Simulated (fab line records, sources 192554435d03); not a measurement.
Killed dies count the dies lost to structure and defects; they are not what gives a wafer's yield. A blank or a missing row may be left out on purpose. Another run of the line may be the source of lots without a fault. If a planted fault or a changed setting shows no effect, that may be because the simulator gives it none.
Which tool did it?	flow n5-finfet	10 lots, 28 wafers sampled, at 5 steps of a route of 1938

## WHAT THE GAUGES READ, wafer by wafer
N5_BEOL_M4_RC_MEAS_101. Usual: DIBL_N 35.8 mV/V, standard deviation 1.7; DIBL_P 35.9 mV/V, standard deviation 1.9; IOFF_N 0.151 nA/um, standard deviation 0.028; IOFF_P 0.21 nA/um, standard deviation 0.037; ION_N 673 uA/um, standard deviation 12; ION_P 463 uA/um, standard deviation 8.3; REXT_N 75.5 ohm.um, standard deviation 1.4; REXT_P 100.3 ohm.um, standard deviation 2.7; SS_N 71.4 mV/dec, standard deviation 0.59; SS_P 73.2 mV/dec, standard deviation 0.63; VT_N 250 mV, standard deviation 3.2; VT_P -250 mV, standard deviation 3.7.
lot	measured	on	DIBL_N (mV/V)	DIBL_P (mV/V)	IOFF_N (nA/um)	IOFF_P (nA/um)	ION_N (uA/um)	ION_P (uA/um)	REXT_N (ohm.um)	REXT_P (ohm.um)	SS_N (mV/dec)	SS_P (mV/dec)	VT_N (mV)	VT_P (mV)	flag
L135	day 7 22:12	prober-01	37.0 37.4 37.3	36.9 37.2 36.3	0.171 0.197 0.185	0.26 0.28 0.27	668 688 674	466 476 470	76.0 77.6 76.4	102.2 102.4 101.7	72.2 71.6 71.8	74.2 74.1 74.2	251 245 246	-245 -243 -243	
L138	day 9 03:32	prober-01	37.4 37.7	36.9 37.7	0.171 0.188	0.26 0.28	687 692	472 475	73.6 74.5	95.0 95.5	71.9 71.5	73.9 74.0	249 245	-244 -245	
L141	day 10 00:13	prober-01	34.6 32.8	37.0 34.4	0.134 0.110	0.20 0.17	662 656	461 454	75.1 74.8	104.4 103.4	70.8 70.3	73.4 72.3	250 256	-251 -253	
L142	day 10 00:21	prober-02	39.0 37.2 37.3	39.7 37.8 37.9	0.211 0.164 0.174	0.26 0.22 0.23	675 670 668	462 458 459	74.2 75.3 74.1	99.4 99.8 100.1	72.1 72.2 71.3	73.9 73.9 73.2	245 251 247	-248 -248 -249	
L143	day 10 05:59	prober-02	39.0 35.2 35.4	38.5 36.1 36.3	0.201 0.139 0.157	0.25 0.20 0.22	678 669 690	464 460 471	74.5 76.4 75.9	103.9 106.0 104.7	72.6 71.8 71.9	73.6 73.6 72.8	248 252 249	-244 -250 -248	
L144	day 10 16:44	prober-01	35.7 33.5 34.9	36.6 33.9 36.0	0.149 0.116 0.136	0.18 0.15 0.17	683 666 656	462 460 449	73.2 73.8 73.3	99.3 101.1 101.0	70.8 71.0 70.9	72.9 72.7 73.7	251 252 249	-254 -259 -254	
L146	day 11 05:10	prober-02	35.7 38.3 35.8	34.5 37.7 34.8	0.134 0.176 0.132	0.17 0.21 0.17	670 673 670	458 455 463	76.3 77.9 77.0	101.8 103.5 102.4	71.7 71.8 71.7	72.8 73.4 72.5	253 247 251	-254 -252 -255	
L148	day 11 13:51	prober-01	36.9 37.8 36.8	36.0 36.6 35.3	0.167 0.182 0.162	0.20 0.21 0.20	669 679 684	456 463 469	75.0 74.9 74.1	102.4 101.8 100.8	71.9 71.3 71.2	73.1 73.6 72.6	250 245 248	-252 -249 -252	
L153	day 12 21:56	prober-01	33.6 32.9 31.0	33.3 32.9 30.6	0.122 0.109 0.092	0.14 0.14 0.11	638 634 640	436 436 442	80.8 81.1 79.0	109.3 109.3 109.1	70.8 71.3 70.6	72.4 73.6 72.2	259 256 258	-259 -258 -259	OFF
L155	day 14 09:05	prober-01	33.7 33.9 33.8	33.7 33.7 33.8	0.107 0.114 0.113	0.15 0.16 0.16	642 655 649	440 448 445	83.4 83.7 83.0	105.0 105.7 105.0	70.9 71.4 71.7	72.8 72.7 72.7	258 258 258	-252 -257 -253	OFF

## WHICH TOOL RAN EACH LOT (tool, then ch and the chambers of the sampled wafers, then the start)
lot	N5_DUMMY_GATE_ETCH_37	N5_DUMMY_GATE_HM_OPEN_21	N5_SPACER0_ALD_07	N5_SPACER0_ALD_00
L135	rie-diel-03 ch 1,2, day 3 09:29	rie-diel-04 ch 0,2,3, day 3 10:16	ald-sin-04 ch 0,2,3, day 3 11:04	ald-sin-04 ch 0,2,3, day 3 11:13
L138	rie-diel-05 ch 1,3, day 4 05:44	rie-diel-03 ch 1, day 4 06:15	ald-sin-04 ch 1,3, day 4 07:04	ald-sin-04 ch 1,3, day 4 07:13
L141	rie-diel-03 ch 1,3, day 4 22:09	rie-diel-04 ch 1,2, day 4 22:31	ald-sin-01 ch 1,3, day 4 23:21	ald-sin-01 ch 1,3, day 4 23:30
L142	rie-diel-04 ch 0,1,3, day 5 06:02	rie-diel-05 ch 0,1,3, day 5 06:25	ald-sin-01 ch 2,3, day 5 07:10	ald-sin-01 ch 2,3, day 5 07:19
L143	rie-diel-04 ch 0,1,3, day 5 11:44	rie-diel-05 ch 0,1,3, day 5 12:23	ald-sin-01 ch 0,2,3, day 5 13:04	ald-sin-01 ch 0,2,3, day 5 13:13
L144	rie-diel-04 ch 0,1,3, day 5 20:01	rie-diel-04 ch 0,1,3, day 5 20:23	ald-sin-01 ch 0,1,3, day 5 21:16	ald-sin-01 ch 0,1,3, day 5 21:25
L146	rie-diel-05 ch 0,2,3, day 6 04:06	rie-diel-04 ch 1,2, day 6 04:28	ald-sin-01 ch 0,1, day 6 05:10	ald-sin-01 ch 0,1, day 6 05:19
L148	rie-diel-05 ch 0,3, day 6 17:26	rie-diel-03 ch 2,3, day 6 17:50	ald-sin-04 ch 1,2,3, day 6 18:32	ald-sin-04 ch 1,2,3, day 6 18:41
L153	rie-diel-04 ch 2,3, day 7 23:13	rie-diel-03 ch 0,3, day 7 23:35	ald-sin-01 ch 2,3, day 8 00:16	ald-sin-01 ch 2,3, day 8 00:25
L155	rie-diel-05 ch 1,2,3, day 8 10:15	rie-diel-05 ch 0,2, day 8 10:40	ald-sin-01 ch 0,3, day 8 11:53	ald-sin-01 ch 0,3, day 8 12:02
- N5_DUMMY_GATE_ETCH_37: etches SOC in N2/H2, target depth 60 nm, overetch 30 nm.
- N5_DUMMY_GATE_HM_OPEN_21: chemistry CH3F/O2, target SiNx, target depth 120 nm, time 171.4 s.
- N5_SPACER0_ALD_07: deposits SiNx, target thk 2 nm.
- N5_SPACER0_ALD_00: deposits SiOCN, target thk 3.5 nm, pulse time 3 s, purge time 2 s.

## WHAT THE TOOLS THEMSELVES READ (means of the sampled wafers that have a number; where no wafer has one, the mark that the record gives instead)
N5_DUMMY_GATE_ETCH_37. Usual: drypump-motor-current-A 5.80 A, standard deviation 0.3; oes-product-au 0.62 a.u., standard deviation 0.056; rf-vpp-V 525.2 V, standard deviation 2.7; showerhead-plenum-p-Torr 2.59 Torr, standard deviation 0.092; throttle-valve-pct 17.80 %, standard deviation 0.24.
lot	tool	drypump-motor-current-A (A)	oes-product-au (a.u.)	rf-vpp-V (V)	showerhead-plenum-p-Torr (Torr)	throttle-valve-pct (%)	flag
L135	rie-diel-03	5.60	0.63	525.6	2.60	17.92	
L138	rie-diel-05	5.91	0.72	527.4	2.65	17.73	
L141	rie-diel-03	5.86	0.56	526.1	2.62	18.08	
L142	rie-diel-04	5.70	0.59	522.9	2.51	17.72	
L143	rie-diel-04	5.69	0.58	521.9	2.51	17.72	
L144	rie-diel-04	5.68	0.59	523.6	2.50	17.72	
L146	rie-diel-05	6.16	0.63	526.9	2.67	17.90	
L148	rie-diel-05	6.09	0.63	527.1	2.66	17.72	
L153	rie-diel-04	5.71	0.60	520.6	2.45	17.67	
L155	rie-diel-05	6.07	0.66	525.8	2.64	17.93	

N5_DUMMY_GATE_HM_OPEN_21. Usual: drypump-motor-current-A 5.83 A, standard deviation 0.28; oes-product-au 0.78 a.u., standard deviation 0.074; rf-vpp-V 300 V, standard deviation 5; showerhead-plenum-p-Torr 2.05 Torr, standard deviation 0.088; throttle-valve-pct 16.39 %, standard deviation 0.22.
lot	tool	drypump-motor-current-A (A)	oes-product-au (a.u.)	rf-vpp-V (V)	showerhead-plenum-p-Torr (Torr)	throttle-valve-pct (%)	flag
L135	rie-diel-04	5.83	0.78	302	2.04	16.26	
L138	rie-diel-03	5.91	0.74	300	2.11	16.84	
L141	rie-diel-04	5.89	0.74	304	2.06	16.18	
L142	rie-diel-05	5.97	0.86	301	2.11	16.34	
L143	rie-diel-05	5.97	0.86	300	2.11	16.36	
L144	rie-diel-04	5.68	0.73	299	1.99	16.37	
L146	rie-diel-04	5.93	0.75	304	2.07	16.17	
L148	rie-diel-03	5.55	0.85	299	2.04	16.42	
L153	rie-diel-03	5.59	0.93	298	2.07	16.35	
L155	rie-diel-05	6.24	0.75	295	2.10	16.63	

N5_SPACER0_ALD_07. Usual: heater-power-w at 803 W, with a standard deviation of 77.
lot	tool	heater-power-w (W)	flag
L135	ald-sin-04	748	
L138	ald-sin-04	767	
L141	ald-sin-01	800	
L142	ald-sin-01	796	
L143	ald-sin-01	822	
L144	ald-sin-01	827	
L146	ald-sin-01	845	
L148	ald-sin-04	714	
L153	ald-sin-01	796	
L155	ald-sin-01	863	

N5_SPACER0_ALD_00. Usual: heater-power-w 805 W, standard deviation 78; precursor-pulse-height-rel 1.001, standard deviation 0.02.
lot	tool	heater-power-w (W)	precursor-pulse-height-rel	flag
L135	ald-sin-04	750	0.999	
L138	ald-sin-04	774	0.996	
L141	ald-sin-01	804	1.037	
L142	ald-sin-01	794	0.994	
L143	ald-sin-01	833	0.993	
L144	ald-sin-01	834	0.995	
L146	ald-sin-01	833	0.999	
L148	ald-sin-04	731	0.988	
L153	ald-sin-01	805	1.004	
L155	ald-sin-01	852	1.003	

## THE ANSWER, worked out from the rows above alone
Rule: a lot counts as off when the mean over its wafers that have a number is more than 3 standard deviations away from the usual mean. Also off: a lot with no number at a reading for which 4 or more lots have one. The other lots that the step has rows for count as sound. Order of review: gauges by route order, followed by the tools' own readings, for which a lot's mean as printed above is used. At the first step where some lot is off, the reading lying furthest off is the one used; lots without a number count as furthest.
Off: L153, L155, at N5_BEOL_M4_RC_MEAS_101 (REXT_N).
A tool fits if, at a process step before that reading, it ran every lot that is off, and no sound lot after the first of them. Gauges at N5_BEOL_M4_RC_MEAS_101: tried the same way as those tools. Can't be told from this: 2 tools fit, ald-sin-01 at N5_SPACER0_ALD_07 and N5_SPACER0_ALD_00, prober-01 at N5_BEOL_M4_RC_MEAS_101.

## WHAT HAD BEEN PUT IN BY THE SIMULATOR
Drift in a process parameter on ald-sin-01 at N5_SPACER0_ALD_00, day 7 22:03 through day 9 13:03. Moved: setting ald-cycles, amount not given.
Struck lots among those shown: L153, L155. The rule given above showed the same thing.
